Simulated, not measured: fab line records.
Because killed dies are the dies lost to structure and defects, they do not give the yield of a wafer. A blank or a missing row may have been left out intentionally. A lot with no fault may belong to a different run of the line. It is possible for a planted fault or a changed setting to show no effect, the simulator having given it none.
Which tool is to blame? + flow n5-finfet + Sampling: 9 lots, 27 wafers, 3 of 1938 route steps

== WHAT THE GAUGES SHOWED, per wafer ==
N5_BEOL_M11_INSPECT_13: inspects for defects (brightfield).
| lot  | measured     | on                | raw-defect-count |
|------|--------------|-------------------|------------------|
| L624 | day 10 03:16 | defect-inspect-02 | 367 437 549      |
| L628 | day 10 15:35 | defect-inspect-01 | 414 458 293      |
| L627 | day 10 19:47 | defect-inspect-01 | 344 506 465      |
| L629 | day 11 14:20 | defect-inspect-01 | 594 535 472      |
| L632 | day 12 18:01 | defect-inspect-01 | 465 468 577      |
| L639 | day 14 06:44 | defect-inspect-01 | 464 554 400      |
| L645 | day 15 09:13 | defect-inspect-01 | 288 461 431      |
| L647 | day 16 02:23 | defect-inspect-02 | 287 280 240      |
| L646 | day 16 17:27 | defect-inspect-02 | 278 463 252      |

N5_BEOL_M11_INSPECT_30: inspects for defects (brightfield).
| lot  | measured     | on                | raw-defect-count |
|------|--------------|-------------------|------------------|
| L624 | day 10 05:38 | defect-inspect-01 | 409 479 571      |
| L628 | day 10 18:01 | defect-inspect-02 | 391 449 261      |
| L627 | day 11 02:00 | defect-inspect-01 | 353 518 475      |
| L629 | day 12 01:58 | defect-inspect-02 | 1327 483 407     |
| L632 | day 12 19:55 | defect-inspect-01 | 492 454 1405     |
| L639 | day 14 13:25 | defect-inspect-01 | 469 560 406      |
| L645 | day 15 10:39 | defect-inspect-02 | 288 411 382      |
| L647 | day 16 03:23 | defect-inspect-01 | 328 309 270      |
| L646 | day 16 20:05 | defect-inspect-02 | 273 476 253      |

== WHAT TOOL EACH LOT RAN ON (gives the tool, then ch and the chambers of the sampled wafers, and finally the start) ==
| lot  | N5_BEOL_M11_HM_OPEN_17            |
|------|-----------------------------------|
| L624 | rie-metal-03 ch 0,1, day 10 03:49 |
| L628 | rie-metal-03 ch 0,1, day 10 15:56 |
| L627 | rie-metal-03 ch 0,1, day 10 20:59 |
| L629 | rie-metal-03 ch 0,1, day 11 15:24 |
| L632 | rie-metal-03 ch 0,1, day 12 18:19 |
| L639 | rie-metal-01 ch 0,1, day 14 07:03 |
| L645 | rie-metal-03 ch 0,1, day 15 09:58 |
| L647 | rie-metal-03 ch 0,1, day 16 02:41 |
| L646 | rie-metal-03 ch 0,1, day 16 17:53 |
- N5_BEOL_M11_HM_OPEN_17: chemistry Cl2/BCl3, target TiN, target depth 20 nm, overetch 6 nm.

== AS READ BY THE TOOLS THEMSELVES (means over the sampled wafers that have a number; for cases with no such wafer, the mark the record gives instead) ==
N5_BEOL_M11_HM_OPEN_17.
| lot  | tool         | bias-w (W) | drypump-motor-current-A (A) | mfc-cl2-sccm (sccm) | oes-product-au (a.u.) | rf-fwd-power-W (W) | throttle-valve-pct (%) |
|------|--------------|------------|-----------------------------|---------------------|-----------------------|--------------------|------------------------|
| L624 | rie-metal-03 | 126.0      | 5.7                         | 53.29               | 0.68                  | 994                | 21.95                  |
| L628 | rie-metal-03 | 126.0      | 5.5                         | 53.25               | 0.70                  | 992                | 21.78                  |
| L627 | rie-metal-03 | 126.0      | 5.5                         | 53.20               | 0.71                  | 989                | 21.78                  |
| L629 | rie-metal-03 | 126.0      | 5.5                         | 53.25               | 0.70                  | 997                | 21.79                  |
| L632 | rie-metal-03 | 125.7      | 5.5                         | 53.29               | 0.69                  | 994                | 21.80                  |
| L639 | rie-metal-01 | 125.8      | 5.6                         | 53.20               | 0.69                  | 995                | 22.12                  |
| L645 | rie-metal-03 | 126.1      | 5.5                         | 53.10               | 0.68                  | 993                | 21.81                  |
| L647 | rie-metal-03 | 126.2      | 5.7                         | 53.14               | 0.65                  | 992                | 21.99                  |
| L646 | rie-metal-03 | 126.2      | 5.5                         | 53.21               | 0.67                  | 994                | 21.81                  |

== THE ANSWER, worked out from the rows above alone ==
Rule: the lots themselves supply what counts as usual. Put in order of their means at a reading, lots are off if they are a third of the lots or fewer, leave a main group of 4 or more, and stand apart from it by a gap of 3 or more times the standard deviation of the main group's means; of several such gaps the widest counts. A main group whose means are all the same, to the digits that the tables above print for the reading, isn't used. Also off: a lot with no number at a reading for which 4 or more lots have one. Where the step has rows for the other lots, those lots are counted as sound. The gauges are gone through in route order, then the tools' own readings, and for those a lot's mean is taken as printed above. The first step at which some lot is off is used, and at that step the reading that is off furthest; a lot without a number counts as furthest.
Off: L629, L632 (N5_BEOL_M11_INSPECT_30, raw-defect-count). Mean 397 and standard deviation 68 in the main group.
A tool fits if, at a process step before that reading, it ran every lot that is off, and no sound lot after the first of them. The gauges at N5_BEOL_M11_INSPECT_30 are tried like those tools. Not one of the candidates tried fits.

== WHAT THE SIMULATOR HAD INSERTED ==
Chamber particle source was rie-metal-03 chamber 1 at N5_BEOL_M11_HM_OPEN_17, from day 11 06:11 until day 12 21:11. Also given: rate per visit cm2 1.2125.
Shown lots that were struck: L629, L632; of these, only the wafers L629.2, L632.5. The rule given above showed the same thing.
